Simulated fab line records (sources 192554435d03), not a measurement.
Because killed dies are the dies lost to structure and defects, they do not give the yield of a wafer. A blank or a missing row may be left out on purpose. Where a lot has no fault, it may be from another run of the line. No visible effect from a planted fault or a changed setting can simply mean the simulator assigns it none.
A lot that was struck, set against a sound lot || flow n5Finfet || 19 out of 1938 route steps
Sound: the wafers L365.2, L365.3, L365.5. Wafers L373.1, L373.5, L373.6 were the ones struck. The cause comes at the end.
At each step with rows: each side's tool, then ch and its chambers, then its first start. Under that, the readings that differ: sound wafers || struck wafers || difference of the means || sigmas: that difference in standard deviations of wafers without a fault.
alike: a reading whose means differ by less than 2 such deviations, as well as words and numbers matching on both sides. not compared: withheld readings; readings where some wafer has no value; bounds like >300 that might hide an equal value; numbers whose values overlap and for which the record gives no deviation.
A row with sigmas, a row that says differs or no value, or rows on one side alone: a step with any of these is where the two part. Numbers that have no deviation but don't overlap get no sigmas and don't part them. Lack of a reading on every wafer of one side parts them only where that side has two or more wafers.

first, 6 steps without rows for these wafers: N5_PASSIVATION_EBR_40; N5_PASSIVATION_SOFTBAKE_39 (time 120 s); N5_PASSIVATION_EXPOSE_41 (exposes mask PASS OPEN, defocus 0 nm, target cd 40000 nm); N5_PASSIVATION_PEB_42; N5_PASSIVATION_DEVELOP_43 (develop time 60 s); N5_PASSIVATION_HARDBAKE_45 (time 120 s).
N5_PASSIVATION_CD_MEAS_44 targets a cd of 40000 nm.
  sound on cdSem-02 ch 0, day 14 11:37; struck on cdSem-01 ch 0, day 16 17:44
{"reading": "cdNm (nm)", "sound": "40003 40004 40007", "struck": "39999 39998 39992", "difference": -8, "sigmas": -2}
N5_PASSIVATION_OVL_MEAS_66:
  sound on overlay-01 ch 0, day 14 11:39; struck on overlay-01 ch 0, day 16 17:46
  alike: PASS_OPEN_OVL
N5_PASSIVATION_INSPECT_67: inspects for defects (macro).
  sound: defectInspect-01 at day 14 11:40; struck: defectInspect-02 at day 16 17:47
  alike: rawDefectCount
N5_PASSIVATION_DESCUM_46: chemistry O2, time 7.9 s.
  sound on rieDiel-06 ch 0,3, day 14 11:43; struck on rieDiel-04 ch 0,1, day 16 17:50
  alike: drypumpMotorCurrentA, oesProductAu, rfVppV, showerheadPlenumPTorr, throttleValvePct
  not compared: rfHoursCounterH
N5_PASSIVATION_PASS_ETCH_47: etches SiNx in CF4/O2, target depth 770 nm, time 385 s.
  sound on rieDiel-06 ch 0,3, day 14 11:44; struck on rieDiel-04 ch 0,1, day 16 17:52
  alike: drypumpMotorCurrentA, oesProductAu, rfVppV, showerheadPlenumPTorr, throttleValvePct
  not compared: rfHoursCounterH
N5_PASSIVATION_ETCH_54: etches SiO2 in CHF3/O2, target depth 880 nm, time 440 s.
  sound on rieDiel-06 ch 0,3, day 14 11:58; struck on rieDiel-04 ch 0,1, day 16 18:05
  alike: drypumpMotorCurrentA, oesProductAu, rfVppV, showerheadPlenumPTorr, throttleValvePct
  not compared: rfHoursCounterH
N5_PASSIVATION_STRIP_48: strips in O2.
  sound on rieDiel-06 ch 0,3, day 14 12:16; struck on rieDiel-04 ch 0,1, day 16 18:23
  no value came back on the struck wafers for any of 7 readings (biasPowerW (W), chamberPressureMTorr (mTorr) and others); on the sound wafers biasPowerW (W) reads 0 0 0
  not compared: rfHoursCounterH
then, 4 steps without rows for these wafers: N5_PASSIVATION_STRIP_52 (strips in post etch residue remover, time 1200 s); N5_PASSIVATION_CLEAN_71 (cleans in IPA, time 180 s); N5_PASSIVATION_SRD_72 (time 30 s); N5_PASSIVATION_ANNEAL_56 (time 1800 s).
N5_PASSIVATION_PROBE_49:
  the record has rows for the struck wafers here (prober-02, day 16 20:53) and none for the sound ones
N5_PASSIVATION_INSPECT_57: inspects for defects (macro).
  sound: defectInspect-01 at day 14 15:06; struck: defectInspect-02 at day 16 21:14
{"reading": "rawDefectCount", "sound": "2 3 3", "struck": "98 95 96", "difference": "+94", "sigmas": "+62"}

## WHERE THEY PART
Last at N5_PASSIVATION_INSPECT_57 as far as this record goes, first at N5_PASSIVATION_CD_MEAS_44.

WHY: what had been put in by the simulator
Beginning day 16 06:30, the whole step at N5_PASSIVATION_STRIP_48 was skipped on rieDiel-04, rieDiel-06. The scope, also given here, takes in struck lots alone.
